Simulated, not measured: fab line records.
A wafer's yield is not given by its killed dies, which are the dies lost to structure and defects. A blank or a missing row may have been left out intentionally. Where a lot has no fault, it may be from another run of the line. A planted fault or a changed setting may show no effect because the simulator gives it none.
fab line records	flow nand-harc
[record] lots = 6	wafers = 18	last-day = 32
route steps=1302 shown P_M0@273 P_M1@285 END@1302
lots that met no fault: taken from a fault-free run of the same line
start-h: the number of hours between the record's first day and the start of the first shown wafer of the lot	wait-h: hours elapsed since this lot's preceding step	" as in the row above	L1.1+2: several wafers, shown together as one row	- no value, or no start given	* or withheld: withheld	< > ~ a bound
route shown NAME@n: names a module that has steps shown in the file, with the first one's number in the route	usual: mean and standard deviation over wafers with no fault	same: alike in all rows	chamber/n: place in a boat	sites: per-site readings	_std_site: their standard deviation	_edge_site: mean of outer sites minus mean of inner sites	radius-mm: for every site, how far away it sits from the centre of the wafer	mask NAME#n: copy n	behind: tool/chamber where the wafer was last shaped	hold: reason for holding the lot/hours on hold/outcome of the hold	device: whichever transistor did not switch (one of n, p or np)	end of line: the same wafers' tests at the end of the route	a step with no rows: only its recipe	killed: dies that structure and defects cost at the first sort, which is not the same as the wafer's yield	map: dies across one wafer; x = killed, . = not, _ = none there
set.NAME: the run value of the setting; set.NAME@STEP: its run value at that earlier step	model.NAME: the simulator's own value behind a step, which no gauge read
certain route steps with their lots: each step a table, each wafer a row
services: when a tool's chamber went out of use (start-h, in hours from the record's first day, below 0 if earlier), for how many hours, and the reason
[[steps]]
[step NHARC_P_M0_PRE_CLEAN_29]
[recipe] time-s = 30	temp-c = 280	gas = H2/He
[usual] heater-power-w = 441/40
lot.wafer	tool	chamber	start-h	wait-h	heater-power-w
L964.1	pvd-sputter-01	-	-	-	402
L964.4	"	-	"	"	434
L964.5	"	-	"	"	408
L965.1	pvd-sputter-03	-	-	-	491
L965.5	"	-	"	"	360
L965.6	"	-	"	"	460
L970.3	pvd-sputter-01	-	-	-	472
L970.1	"	-	"	"	438
L970.6	"	-	"	"	444
L973.4	pvd-sputter-02	-	-	-	440
L973.1	"	-	"	"	448
L973.2	"	-	"	"	386
L984.2	pvd-sputter-03	-	-	-	448
L984.1	"	-	"	"	459
L984.4	"	-	"	"	484
L983.1	pvd-sputter-03	-	-	-	468
L983.4	"	-	"	"	362
L983.6	"	-	"	"	478
[step NHARC_P_M0_PVD_20]
[recipe] target-thk-a = 50	bias-v = 168.6	power-w = 15000	chamber-pressure-pa = 0.12	time-s = 8.06	substrate-temp-c = 50	material = TaN
[usual] throttle-valve-pct = 29.9/1.2
lot.wafer	tool	chamber	start-h	wait-h	throttle-valve-pct
L964.4	pvd-sputter-01	-	-	-	28.3
L964.1	"	-	"	"	29.3
L964.5	"	-	"	"	28.0
L965.1	pvd-sputter-03	-	-	-	31.4
L965.6	"	-	"	"	27.7
L965.5	"	-	"	"	31.6
L970.1	pvd-sputter-01	-	-	-	28.4
L970.3	"	-	"	"	29.4
L970.6	"	-	"	"	29.3
L973.2	pvd-sputter-02	-	-	-	30.8
L973.1	"	-	"	"	29.2
L973.4	"	-	"	"	31.1
L984.2	pvd-sputter-03	-	-	-	30.7
L984.1	"	-	"	"	28.2
L984.4	"	-	"	"	30.1
L983.4	pvd-sputter-03	-	-	-	31.1
L983.1	"	-	"	"	29.9
L983.6	"	-	"	"	30.8
[step NHARC_P_M0_PVD_21]
[recipe] target-thk-a = 300	chamber-pressure-pa = 5	power-w = 5000	substrate-temp-c = 30	time-s = 20.49	material = Cu
[step NHARC_P_M0_ECD_22]
[recipe] target-thk-a = 4000	bath-temp-c = 25	material = Cu
[step NHARC_P_M0_ANNEAL_30]
[recipe] temp-c = 225	time-s = 90
[step NHARC_P_M0_CMP_23]
[recipe] t-overpolish-s = 20	target-thk-nm = 117.54
[step NHARC_P_M0_THK_MEAS_24]
[recipe] thk-meas-gauge = xrf
[usual] thk-nm = 118.3/1.8
lot.wafer	tool	chamber	start-h	wait-h	thk-nm
L964.1	film-metro-01	-	141.67	-	119.4
L964.4	"	-	"	"	119.3
L964.5	"	-	"	"	119.9
L965.1	film-metro-02	-	157.89	-	115.9
L965.5	"	-	"	"	116.1
L965.6	"	-	"	"	116.4
L970.1	film-metro-01	-	203.36	-	117.7
L970.3	"	-	"	"	120.3
L970.6	"	-	"	"	118.0
L973.1	film-metro-02	-	236.97	-	114.6
L973.2	"	-	"	"	118.4
L973.4	"	-	"	"	120.0
L984.1	film-metro-02	-	335.41	-	115.7
L984.2	"	-	"	"	119.0
L984.4	"	-	"	"	116.9
L983.1	film-metro-02	-	336.60	-	118.8
L983.4	"	-	"	"	118.8
L983.6	"	-	"	"	119.4
[step NHARC_P_M0_SRD_25]
[step NHARC_P_M0_INSPECT_27]
[usual] raw-defect-count = 278/110
lot.wafer	tool	chamber	start-h	wait-h	raw-defect-count
L964.1	defect-inspect-02	-	141.83	0.0	190
L964.4	"	-	"	"	176
L964.5	"	-	"	"	223
L965.1	defect-inspect-02	-	158.05	0.0	289
L965.5	"	-	"	"	261
L965.6	"	-	"	"	157
L970.1	defect-inspect-02	-	203.52	0.0	290
L970.3	"	-	"	"	173
L970.6	"	-	"	"	216
L973.1	defect-inspect-02	-	237.13	0.0	141
L973.2	"	-	"	"	135
L973.4	"	-	"	"	167
L984.1	defect-inspect-01	-	335.57	0.0	180
L984.2	"	-	"	"	219
L984.4	"	-	"	"	149
L983.1	defect-inspect-01	-	336.75	0.0	280
L983.4	"	-	"	"	330
L983.6	"	-	"	"	188
[step NHARC_P_M0_PRE_CLEAN_31]
[recipe] time-s = 12	temp-c = 370	rf-power-w = 300	gas = NH3
[step NHARC_P_M0_DEP_32]
[recipe] target-thk-a = 300	temp-c = 370	target-thk-nm = 30	pressure-torr = 3	flow-sccm = 200	rf-w = 450	material = SiCN
[usual] heater-power-w = 595/97
lot.wafer	tool	chamber	start-h	wait-h	heater-power-w
L964.1	pecvd-04	1	142.06	0.1	575
L964.5	"	0	"	"	531
L964.4	"	1	"	"	575
L965.1	pecvd-04	0	158.28	0.1	561
L965.5	"	1	"	"	575
L965.6	"	0	"	"	555
L970.1	pecvd-04	1	203.66	0.1	558
L970.3	"	2	"	"	803
L970.6	"	2	"	"	818
L973.1	pecvd-03	0	237.32	0.1	463
L973.2	"	1	"	"	542
L973.4	"	2	"	"	581
L984.2	pecvd-01	0	335.72	0.1	553
L984.1	"	2	"	"	621
L984.4	"	2	"	"	615
L983.1	pecvd-03	1	336.99	0.1	574
L983.4	"	2	"	"	635
L983.6	"	0	"	"	483
[step NHARC_P_M1_DEP_00]
[recipe] target-thk-a = 1825	target-thk-nm = 182.5	temp-c = withheld	pressure-torr = 5	flow-sccm = 200	rf-w = 600	material = SiOC
lot.wafer	tool	chamber	start-h	wait-h
L964.1+4+5	pecvd-03	1,0,1	142.43	-
L965.1+5+6	pecvd-01	0,0,2	158.61	-
L970.1+3+6	pecvd-03	2,0,2	204.10	-
L973.1+2+4	pecvd-04	1,2,2	237.69	-
L984.2+1+4	pecvd-04	1,0,0	336.13	-
L983.1+6+4	pecvd-04	2,1,0	337.36	-
[step NHARC_P_M1_DEHYDRATE_01]
[recipe] temp-c = 150	time-s = 120
[step NHARC_P_M1_HMDS_02]
[recipe] time-s = 30
[step NHARC_P_M1_COAT_34]
[recipe] temp-c = 200	time-s = 65
[step NHARC_P_M1_COAT_03]
[recipe] spin-rpm = 1500	resist-thk-nm = 90
[step NHARC_P_M1_SOFTBAKE_04]
[recipe] temp-c = 105	time-s = 55
[step NHARC_P_M1_EBR_05]
[step NHARC_P_M1_EXPOSE_06]
[recipe] na = 1.35	target-cd-nm = 130	dose-mj = 81.88	mask-id = P_M1
[step NHARC_P_M1_PEB_07]
[recipe] peb-temp-c = 100	peb-time-s = 65
[step NHARC_P_M1_DEVELOP_08]
[recipe] develop-time-s = 35	dev-temp-c = 23
[step NHARC_P_M1_CD_MEAS_09]
[recipe] target-cd-nm = 130	landing-energy-ev = 500
[usual] cd-nm = 130.5/0.87
lot.wafer	tool	chamber	start-h	wait-h	cd-nm
L964.1	cd-sem-01	0	143.23	-	131.8
L964.4	"	0	"	"	131.8
L964.5	"	0	"	"	131.5
L965.1	cd-sem-03	0	159.43	-	130.6
L965.5	"	0	"	"	130.0
L965.6	"	0	"	"	129.4
L970.1	cd-sem-01	0	204.93	-	131.9
L970.3	"	0	"	"	131.2
L970.6	"	0	"	"	130.7
L973.1	cd-sem-03	0	238.66	-	131.3
L973.2	"	0	"	"	130.2
L973.4	"	0	"	"	131.0
L984.1	cd-sem-03	0	336.96	-	130.2
L984.2	"	0	"	"	130.7
L984.4	"	0	"	"	130.3
L983.1	cd-sem-01	0	338.15	-	131.2
L983.4	"	0	"	"	129.7
L983.6	"	0	"	"	130.7
[step NHARC_P_M1_OVL_MEAS_10]
[recipe] pitch-nm = 260
[usual] overlay-x-nm = -0.2/0.81	overlay-y-nm = -0.3/0.94
lot.wafer	tool	chamber	start-h	wait-h	overlay-x-nm	overlay-y-nm
L964.1	overlay-01	-	143.31	-	0.4	-0.1
L964.4	"	-	"	"	-0.3	0.3
L964.5	"	-	"	"	0.5	0.4
L965.1	overlay-02	-	159.52	-	-2.1	-1.4
L965.5	"	-	"	"	-2.4	-1.4
L965.6	"	-	"	"	-2.0	-1.7
L970.1	overlay-01	-	205.02	-	0.4	-0.2
L970.3	"	-	"	"	0.4	0.4
L970.6	"	-	"	"	-0.1	0.1
L973.1	overlay-02	-	238.75	-	1.5	-0.4
L973.2	"	-	"	"	1.4	-0.4
L973.4	"	-	"	"	1.6	-0.9
L984.1	overlay-02	-	337.05	-	-0.1	-1.6
L984.2	"	-	"	"	0.2	-1.9
L984.4	"	-	"	"	0.2	-1.1
L983.1	overlay-02	-	338.24	-	-1.0	0.9
L983.4	"	-	"	"	-0.5	0.3
L983.6	"	-	"	"	-0.3	0.9
[step NHARC_P_M1_INSPECT_11]
[usual] raw-defect-count = 4.6/2.3
lot.wafer	tool	chamber	start-h	wait-h	raw-defect-count
L964.1	defect-inspect-01	-	143.35	0.0	9
L964.4	"	-	"	"	4
L964.5	"	-	"	"	5
L965.1	defect-inspect-02	-	159.56	0.0	7
L965.5	"	-	"	"	5
L965.6	"	-	"	"	9
L970.1	defect-inspect-01	-	205.06	0.0	2
L970.3	"	-	"	"	8
L970.6	"	-	"	"	7
L973.1	defect-inspect-01	-	238.78	0.0	9
L973.2	"	-	"	"	8
L973.4	"	-	"	"	9
L984.1	defect-inspect-01	-	337.09	0.0	2
L984.2	"	-	"	"	1
L984.4	"	-	"	"	4
L983.1	defect-inspect-02	-	338.27	0.0	6
L983.4	"	-	"	"	1
L983.6	"	-	"	"	1
[step NHARC_P_M1_DESCUM_14]
[recipe] time-s = 3	o2-flow-sccm = 200	ar-flow-sccm = 0	bias-power-w = 0	chemistry = O2
[step NHARC_P_M1_ETCH_35]
[recipe] target-depth-a = 400	overetch-a = 120	time-s = 43.94	ion-energy-ev = 200	n2-flow-sccm = 150	h2-flow-sccm = 150	ar-flow-sccm = 0	rf-w = 400	bias-w = 150	chemistry = N2/H2
[step NHARC_P_M1_ETCH_15]
[recipe] target-depth-a = 1825	time-s = 91.2	c4f8-flow-sccm = withheld	ar-flow-sccm = 400	rf-w = 600	bias-w = 300	chemistry = C4F8/Ar
[step NHARC_P_M1_CD_MEAS_16]
[usual] cd-nm = 130.5/1.3
lot.wafer	tool	chamber	start-h	wait-h	cd-nm
L964.1	cd-sem-02	-	143.72	-	133.0
L964.4	"	-	"	"	131.9
L964.5	"	-	"	"	130.5
L965.1	cd-sem-02	-	159.92	-	129.6
L965.5	"	-	"	"	128.4
L965.6	"	-	"	"	129.2
L970.1	cd-sem-03	-	205.46	-	131.5
L970.3	"	-	"	"	132.3
L970.6	"	-	"	"	130.8
L973.1	cd-sem-03	-	239.15	-	133.2
L973.2	"	-	"	"	130.6
L973.4	"	-	"	"	131.4
L984.1	cd-sem-03	-	337.45	-	130.6
L984.2	"	-	"	"	131.4
L984.4	"	-	"	"	131.5
L983.1	cd-sem-01	-	338.65	-	131.0
L983.4	"	-	"	"	129.6
L983.6	"	-	"	"	130.7
[step NHARC_P_M1_STRIP_18]
[recipe] power-w = 1000	n2-flow-sccm = 150	h2-flow-sccm = 150	ar-flow-sccm = 0	bias-w = 0	chemistry = N2/H2
[step NHARC_P_M1_ETCH_28]
[recipe] target-depth-a = 300	over-etch-frac = 0.3	time-s = 72.99	ion-energy-ev = 150	cf4-flow-sccm = 50	n2-flow-sccm = 100	ar-flow-sccm = 150	rf-w = 300	bias-w = 100	chemistry = CF4/N2
[step NHARC_P_M1_STRIP_19]
[recipe] time-s = 600	temp-c = 30	chemistry = post-etch-residue-remover
[step NHARC_P_M1_DEGAS_29]
[recipe] temp-c = 250	time-s = 60
[usual] heater-power-w = 357/31
lot.wafer	tool	chamber	start-h	wait-h	heater-power-w
L964.4	pvd-sputter-01	-	144.44	-	361
L964.1	"	-	"	"	362
L964.5	"	-	"	"	340
L965.1	pvd-sputter-02	-	160.65	-	310
L965.6	"	-	"	"	364
L965.5	"	-	"	"	371
L970.3	pvd-sputter-02	-	206.19	-	403
L970.1	"	-	"	"	355
L970.6	"	-	"	"	307
L973.2	pvd-sputter-01	-	239.86	-	360
L973.1	"	-	"	"	382
L973.4	"	-	"	"	383
L984.2	pvd-sputter-02	-	338.17	-	387
L984.1	"	-	"	"	361
L984.4	"	-	"	"	376
L983.1	pvd-sputter-03	-	339.38	-	347
L983.4	"	-	"	"	391
L983.6	"	-	"	"	299
[step NHARC_P_M1_PRE_CLEAN_30]
[recipe] time-s = 30	temp-c = 280	gas = H2/He
[step NHARC_P_M1_PVD_20]
[recipe] target-thk-a = 50	bias-v = 168.6	power-w = 15000	chamber-pressure-pa = 0.12	time-s = 8.06	substrate-temp-c = 50	material = TaN
[step NHARC_P_M1_PVD_21]
[recipe] target-thk-a = 300	chamber-pressure-pa = 5	power-w = 5000	substrate-temp-c = 30	time-s = 20.49	material = Cu
[step NHARC_P_M1_ECD_22]
[recipe] target-thk-a = 4000	bath-temp-c = 25	material = Cu
[step NHARC_P_M1_ANNEAL_31]
[recipe] temp-c = 225	time-s = 90
[step NHARC_P_M1_CMP_23]
[recipe] t-overpolish-s = 20	target-thk-nm = 157.82
[usual] motor-current-A = 12.5/0.99	time-to-endpoint-s = 30/3.5
lot.wafer	tool	chamber	start-h	wait-h	motor-current-A	time-to-endpoint-s
L964.4	cmp-03	0	145.57	-	13.1	24
L964.1	"	1	"	"	12.8	28
L964.5	"	3	"	"	12.6	29
L965.1	cmp-03	1	161.80	-	12.8	28
L965.6	"	2	"	"	14.4	37
L965.5	"	3	"	"	11.9	30
L970.1	cmp-02	2	207.26	-	13.6	30
L970.3	"	0	"	"	13.0	25
L970.6	"	2	"	"	13.7	28
L973.4	cmp-02	2	240.97	-	13.7	29
L973.1	"	3	"	"	13.1	28
L973.2	"	0	"	"	13.2	23
L984.2	cmp-04	1	339.59	-	13.3	30
L984.1	"	2	"	"	11.6	30
L984.4	"	3	"	"	11.4	31
L983.4	cmp-02	3	340.48	-	13.6	26
L983.1	"	1	"	"	10.7	32
L983.6	"	3	"	"	13.6	28
[step NHARC_P_M1_SRD_25]
[step NHARC_END_SORT_01]
[recipe] temp-c = 25
[usual] defect-limited-yield = 91.3/1.9	killed-at-array = 54/12	killed-at-other = 0.7/1.1	killed-at-periphery = 3.9/2.8	killed-dies = 59/13	killed-open = 3.4/2	killed-short = 2.5/1.7	sort_bin_2_pct = 3.1/0.91	sort_bin_3_pct = 0.6/0.34	sort_bin_4_pct = 5.0/1.1	sort-n-pass = 618/13	sort-rim-yield-pct = 88/3.5	sort-yield-pct = 91.3/1.9
[same] gross-dies = 677	sort_bin_5_pct[%] = 0	sort_bin_6_pct[%] = 0	sort_bin_7_pct[%] = 0	sort_bin_8_pct[%] = 0	sort-rim-n-gross = 106.00
lot.wafer	tool	chamber	start-h	wait-h	hold	defect-limited-yield[%]	killed-at-array	killed-at-other	killed-at-periphery	killed-dies	killed-open	killed-short	sort_bin_2_pct[%]	sort_bin_3_pct[%]	sort_bin_4_pct[%]	sort-n-pass	sort-rim-yield-pct[%]	sort-yield-pct[%]
L964.1	prober-01	0	585.11	2.5	-	91.3	45	0	14	59	4	0	3.2	1.3	4.1	618	87	91.3
L964.4	prober-01	0	587.51	3.4	-	90.4	56	1	8	65	0	4	3.7	1.2	4.7	612	88	90.4
L964.5	prober-01	0	588.31	3.7	-	89.5	66	0	5	71	2	1	4.0	0.7	5.8	606	85	89.5
L965.1	prober-01	0	592.91	2.5	-	92.3	50	0	2	52	0	4	3.1	0.7	3.8	625	88	92.3
L965.5	prober-01	0	596.12	3.7	-	88.6	72	2	3	77	4	1	4.9	1.2	5.3	600	79	88.6
L965.6	prober-01	0	596.92	4.0	-	88.8	69	0	7	76	5	1	4.0	0.6	6.6	601	84	88.8
L970.1	prober-02	0	638.72	2.5	-	91.1	58	0	2	60	5	2	3.5	0.7	4.6	617	87	91.1
L970.3	prober-02	0	640.33	3.1	-	90.5	61	0	3	64	1	4	4.0	0.6	4.9	613	84	90.5
L970.6	prober-02	0	642.75	4.0	-	91.3	55	0	4	59	4	2	3.1	0.3	5.3	618	87	91.3
L973.1	prober-01	0	665.93	2.5	-	91.6	46	1	10	57	7	1	2.5	0.7	5.2	620	87	91.6
L973.2	prober-01	0	666.73	2.8	-	92.9	45	0	3	48	3	2	2.7	0.3	4.1	629	89	92.9
L973.4	prober-01	0	668.34	3.4	-	92.8	43	0	6	49	1	0	1.5	0.6	5.2	628	91	92.8
L983.1	prober-01	0	761.45	2.5	await-dispo/1.6h/release	92.2	47	1	5	53	3	2	3.0	0.3	4.6	624	90	92.2
L983.4	prober-01	0	763.84	3.4	await-dispo/1.6h/release	93.4	43	1	1	45	3	2	3.1	0.1	3.4	632	92	93.4
L983.6	prober-01	0	765.44	4.0	await-dispo/1.6h/release	0	47	0	630	677	4	2	95.0	0.4	4.6	0	0	0
L984.1	prober-01	0	769.31	2.6	await-dispo/3.6h/release	93.1	47	0	0	47	4	0	2.4	0.6	4.0	630	90	93.1
L984.2	prober-01	0	770.12	2.9	await-dispo/3.6h/release	0	46	0	631	677	4	3	95.1	0.9	4.0	0	0	0
L984.4	prober-01	0	771.74	3.5	await-dispo/3.6h/release	93.5	43	0	1	44	2	2	2.4	0.7	3.4	633	93	93.5
// killed by level:class
L964.1 A_CHANNEL_HOLE_D1:chamber-film-flake=20 A_CHANNEL_HOLE_D2:chamber-film-flake=16 P_BONDPAD:chamber-film-flake=6 P_GATE:chamber-film-flake=4 A_STAIRCASE:chamber-film-flake=3 P_STI:chamber-film-flake=2 A_DECK1_JOINT:chamber-film-flake=2 P_GATE:geometric-particle:open=1
L964.4 A_CHANNEL_HOLE_D2:chamber-film-flake=27 A_CHANNEL_HOLE_D1:chamber-film-flake=21 P_BONDPAD:chamber-film-flake=3 P_GATE:chamber-film-flake=2 A_STAIRCASE:chamber-film-flake=2 A_DECK1_JOINT:chamber-film-flake=2 P_CONTACT:geometric-particle:short=1 A_ONON_D1:geometric-particle:short=1
L964.5 A_CHANNEL_HOLE_D1:chamber-film-flake=30 A_CHANNEL_HOLE_D2:chamber-film-flake=25 A_STAIRCASE:chamber-film-flake=4 P_GATE:chamber-film-flake=3 A_WL_FILL:chamber-film-flake=2 A_CONTACT:chamber-film-flake=2 P_STI:geometric-particle:short=1 A_BLC:geometric-particle:open=1
L965.1 A_CHANNEL_HOLE_D1:chamber-film-flake=19 A_CHANNEL_HOLE_D2:chamber-film-flake=18 A_CONTACT:chamber-film-flake=4 A_WL_FILL:geometric-particle:short=2 P_STI:chamber-film-flake=2 A_CHANNEL_FILL_D2:chamber-film-flake=2 A_STAIRCASE:chamber-film-flake=2 A_ONON_D2:geometric-particle:short=1
L965.5 A_CHANNEL_HOLE_D2:chamber-film-flake=30 A_CHANNEL_HOLE_D1:chamber-film-flake=26 A_CONTACT:chamber-film-flake=6 A_DECK1_JOINT:chamber-film-flake=3 A_WL_FILL:geometric-particle:open=2 P_STI:chamber-film-flake=2 A_CHANNEL_FILL_D2:chamber-film-flake=2 P_M1:geometric-particle:open=1
L965.6 A_CHANNEL_HOLE_D1:chamber-film-flake=29 A_CHANNEL_HOLE_D2:chamber-film-flake=25 P_STI:chamber-film-flake=5 A_CONTACT:chamber-film-flake=5 A_DECK1_JOINT:chamber-film-flake=2 A_STAIRCASE:chamber-film-flake=2 P_CONTACT:geometric-particle:open=1 P_M0:geometric-particle:short=1
L970.1 A_CHANNEL_HOLE_D1:chamber-film-flake=29 A_CHANNEL_HOLE_D2:chamber-film-flake=11 A_CONTACT:chamber-film-flake=4 A_ONON_D2:geometric-particle:open=2 A_CHANNEL_FILL_D1:chamber-film-flake=2 A_SLIT:chamber-film-flake=2 A_WL_FILL:chamber-film-flake=2 P_M0:geometric-particle:open=1
L970.3 A_CHANNEL_HOLE_D1:chamber-film-flake=26 A_CHANNEL_HOLE_D2:chamber-film-flake=16 A_STAIRCASE:chamber-film-flake=4 A_CONTACT:chamber-film-flake=4 A_SLIT:chamber-film-flake=2 A_WL_FILL:chamber-film-flake=2 A_SOURCE_PLATE:geometric-particle:short=1 A_CHANNEL_FILL_D2:geometric-particle:short=1
L970.6 A_CHANNEL_HOLE_D1:chamber-film-flake=27 A_CHANNEL_HOLE_D2:chamber-film-flake=14 A_CONTACT:chamber-film-flake=5 A_STAIRCASE:chamber-film-flake=3 A_CHANNEL_FILL_D2:geometric-particle:short=2 P_BONDPAD:chamber-film-flake=2 A_SOURCE_PLATE:geometric-particle:open=1 A_CHANNEL_FILL_D2:geometric-particle:open=1
L973.1 A_SLIT:chamber-film-flake=23 A_CONTACT:chamber-film-flake=8 P_CONTACT:chamber-film-flake=6 A_CHANNEL_HOLE_D1:chamber-film-flake=5 A_CHANNEL_HOLE_D2:chamber-film-flake=3 P_M0:geometric-particle:open=2 P_CONTACT:geometric-particle:open=1 A_CHANNEL_FILL_D1:geometric-particle:open=1
L973.2 A_SLIT:chamber-film-flake=26 A_CHANNEL_HOLE_D2:chamber-film-flake=5 A_CONTACT:chamber-film-flake=5 A_CHANNEL_HOLE_D1:chamber-film-flake=4 P_CONTACT:chamber-film-flake=2 P_M0:geometric-particle:open=1 A_CHANNEL_FILL_D1:geometric-particle:short=1 A_CHANNEL_FILL_D1:geometric-particle:open=1
L973.4 A_SLIT:chamber-film-flake=24 A_CHANNEL_HOLE_D2:chamber-film-flake=6 A_CONTACT:chamber-film-flake=4 P_CONTACT:chamber-film-flake=3 A_CHANNEL_HOLE_D1:chamber-film-flake=3 P_ZERO_WELL:chamber-film-flake=2 A_STAIRCASE:chamber-film-flake=2 A_WL_FILL:chamber-film-flake=2
L983.1 A_CHANNEL_HOLE_D1:chamber-film-flake=20 A_SLIT:chamber-film-flake=11 A_CHANNEL_HOLE_D2:chamber-film-flake=6 A_CONTACT:chamber-film-flake=4 A_WL_FILL:geometric-particle:short=2 P_STI:chamber-film-flake=2 P_GATE:chamber-film-flake=2 P_M1:geometric-particle:open=1
L983.4 A_CHANNEL_HOLE_D1:chamber-film-flake=14 A_SLIT:chamber-film-flake=9 A_CONTACT:chamber-film-flake=8 A_STAIRCASE:chamber-film-flake=4 A_CHANNEL_HOLE_D2:chamber-film-flake=3 A_ONON_D2:geometric-particle:open=1 A_ONON_D2:geometric-particle:short=1 A_SGD_CUT:geometric-particle:open=1
L983.6 P_M1:area-dep=630 A_CHANNEL_HOLE_D1:chamber-film-flake=16 A_CONTACT:chamber-film-flake=10 A_SLIT:chamber-film-flake=9 A_CHANNEL_HOLE_D2:chamber-film-flake=5 A_ONON_D1:geometric-particle:short=1 A_DECK1_JOINT:geometric-particle:open=1 A_CHANNEL_HOLE_D2:geometric-particle:open=1
L984.1 A_CHANNEL_HOLE_D2:chamber-film-flake=24 A_SLIT:chamber-film-flake=7 A_CONTACT:chamber-film-flake=7 A_CHANNEL_FILL_D1:geometric-particle:open=2 A_STAIRCASE:chamber-film-flake=2 A_ONON_D1:geometric-particle:open=1 A_M0:geometric-particle:open=1 A_CHANNEL_HOLE_D1:chamber-film-flake=1
L984.2 P_M1:area-dep=630 A_CHANNEL_HOLE_D2:chamber-film-flake=22 A_SLIT:chamber-film-flake=10 A_WL_FILL:geometric-particle:open=4 A_CONTACT:chamber-film-flake=3 A_DECK1_JOINT:chamber-film-flake=2 A_BONDPAD:chamber-film-flake=2 P_M0:geometric-particle:short=1
L984.4 A_CHANNEL_HOLE_D2:chamber-film-flake=24 A_SLIT:chamber-film-flake=9 A_CONTACT:chamber-film-flake=5 A_SOURCE_PLATE:geometric-particle:open=1 A_ONON_D1:geometric-particle:short=1 A_ONON_D2:geometric-particle:short=1 A_SGD_CUT:geometric-particle:open=1 P_GATE:chamber-film-flake=1
// map L983.6 (x killed, . not)
____________x____________
_________xxxxxxx_________
_______xxxxxxxxxxx_______
______xxxxxxxxxxxxx______
_____xxxxxxxxxxxxxxx_____
____xxxxxxxxxxxxxxxxx____
____xxxxxxxxxxxxxxxxx____
___xxxxxxxxxxxxxxxxxxx___
___xxxxxxxxxxxxxxxxxxx___
__xxxxxxxxxxxxxxxxxxxxx__
__xxxxxxxxxxxxxxxxxxxxx__
_xxxxxxxxxxxxxxxxxxxxxxx_
_xxxxxxxxxxxxxxxxxxxxxxx_
_xxxxxxxxxxxxxxxxxxxxxxx_
_xxxxxxxxxxxxxxxxxxxxxxx_
_xxxxxxxxxxxxxxxxxxxxxxx_
xxxxxxxxxxxxxxxxxxxxxxxxx
xxxxxxxxxxxxxxxxxxxxxxxxx
xxxxxxxxxxxxxxxxxxxxxxxxx
xxxxxxxxxxxxxxxxxxxxxxxxx
xxxxxxxxxxxxxxxxxxxxxxxxx
_xxxxxxxxxxxxxxxxxxxxxxx_
_xxxxxxxxxxxxxxxxxxxxxxx_
_xxxxxxxxxxxxxxxxxxxxxxx_
_xxxxxxxxxxxxxxxxxxxxxxx_
_xxxxxxxxxxxxxxxxxxxxxxx_
__xxxxxxxxxxxxxxxxxxxxx__
__xxxxxxxxxxxxxxxxxxxxx__
___xxxxxxxxxxxxxxxxxxx___
___xxxxxxxxxxxxxxxxxxx___
____xxxxxxxxxxxxxxxxx____
____xxxxxxxxxxxxxxxxx____
_____xxxxxxxxxxxxxxx_____
______xxxxxxxxxxxxx______
_______xxxxxxxxxxx_______
_________xxxxxxx_________
____________x____________
// map L984.2 (x killed, . not)
____________x____________
_________xxxxxxx_________
_______xxxxxxxxxxx_______
______xxxxxxxxxxxxx______
_____xxxxxxxxxxxxxxx_____
____xxxxxxxxxxxxxxxxx____
____xxxxxxxxxxxxxxxxx____
___xxxxxxxxxxxxxxxxxxx___
___xxxxxxxxxxxxxxxxxxx___
__xxxxxxxxxxxxxxxxxxxxx__
__xxxxxxxxxxxxxxxxxxxxx__
_xxxxxxxxxxxxxxxxxxxxxxx_
_xxxxxxxxxxxxxxxxxxxxxxx_
_xxxxxxxxxxxxxxxxxxxxxxx_
_xxxxxxxxxxxxxxxxxxxxxxx_
_xxxxxxxxxxxxxxxxxxxxxxx_
xxxxxxxxxxxxxxxxxxxxxxxxx
xxxxxxxxxxxxxxxxxxxxxxxxx
xxxxxxxxxxxxxxxxxxxxxxxxx
xxxxxxxxxxxxxxxxxxxxxxxxx
xxxxxxxxxxxxxxxxxxxxxxxxx
_xxxxxxxxxxxxxxxxxxxxxxx_
_xxxxxxxxxxxxxxxxxxxxxxx_
_xxxxxxxxxxxxxxxxxxxxxxx_
_xxxxxxxxxxxxxxxxxxxxxxx_
_xxxxxxxxxxxxxxxxxxxxxxx_
__xxxxxxxxxxxxxxxxxxxxx__
__xxxxxxxxxxxxxxxxxxxxx__
___xxxxxxxxxxxxxxxxxxx___
___xxxxxxxxxxxxxxxxxxx___
____xxxxxxxxxxxxxxxxx____
____xxxxxxxxxxxxxxxxx____
_____xxxxxxxxxxxxxxx_____
______xxxxxxxxxxxxx______
_______xxxxxxxxxxx_______
_________xxxxxxx_________
____________x____________
[[services]]
tool	chamber	start-h	hours	kind
cmp-02	-	127.31	0.3	repair
pecvd-01	-	130.07	13.0	pm
cmp-02	-	134.50	4.0	pm
pecvd-01	2	147.05	3.9	repair
pvd-sputter-01	-	151.74	0.8	repair
cmp-03	-	162.79	4.0	pm
cmp-02	-	166.19	0.7	repair
pvd-sputter-03	-	170.00	10.0	pm
pecvd-03	-	185.67	13.0	pm
pecvd-01	1	191.96	15.8	repair
pvd-sputter-02	-	198.33	7.1	repair
pecvd-03	-	200.93	1.3	repair
cmp-03	-	202.46	21.5	repair
pvd-sputter-01	-	226.07	10.0	pm
cmp-02	-	232.53	4.0	pm
pvd-sputter-03	-	237.53	10.7	repair
cmp-03	-	260.79	4.0	pm
pecvd-04	-	269.12	13.0	pm
pvd-sputter-01	-	280.42	4.2	repair
pvd-sputter-02	-	282.00	10.0	pm
pecvd-01	1	287.19	4.1	repair
pecvd-01	2	289.87	2.5	repair
pvd-sputter-01	-	297.18	9.8	repair
cmp-02	-	330.53	4.0	pm
[[key]]
[first-sign] step = NHARC_END_SORT_01	reading = killed-at-periphery	direction = up	sigmas = 99+	usual = 3.9	struck = 630.5
[effect] step = NHARC_END_SORT_01	reading = sort_bin_2_pct	direction = up	sigmas = 99+	usual = 3.1	struck = 95.1
[more-kills-born-at] NHARC_P_M1_DEP_00@pecvd-04 = 1260
met-at NHARC_P_M1_DEP_00
struck-wafers L983.6,L984.2
later-rows-left-out L983.6,L984.2
onset-between 237.69 336.13
[fault] kind = process-parameter-drift	tool = pecvd-04	chamber = 1	onset-h = 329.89	steps = NHARC_P_M1_DEP_00	channel = target-thk-nm	offset = 60.167	shape = step	end-h = 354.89	acts-in = these-recipes-only	stated = 182.5
// later-rows-left-out: the simulator's readings of these wafers behind a module that went badly wrong aren't trusted and aren't shown, but for the sort
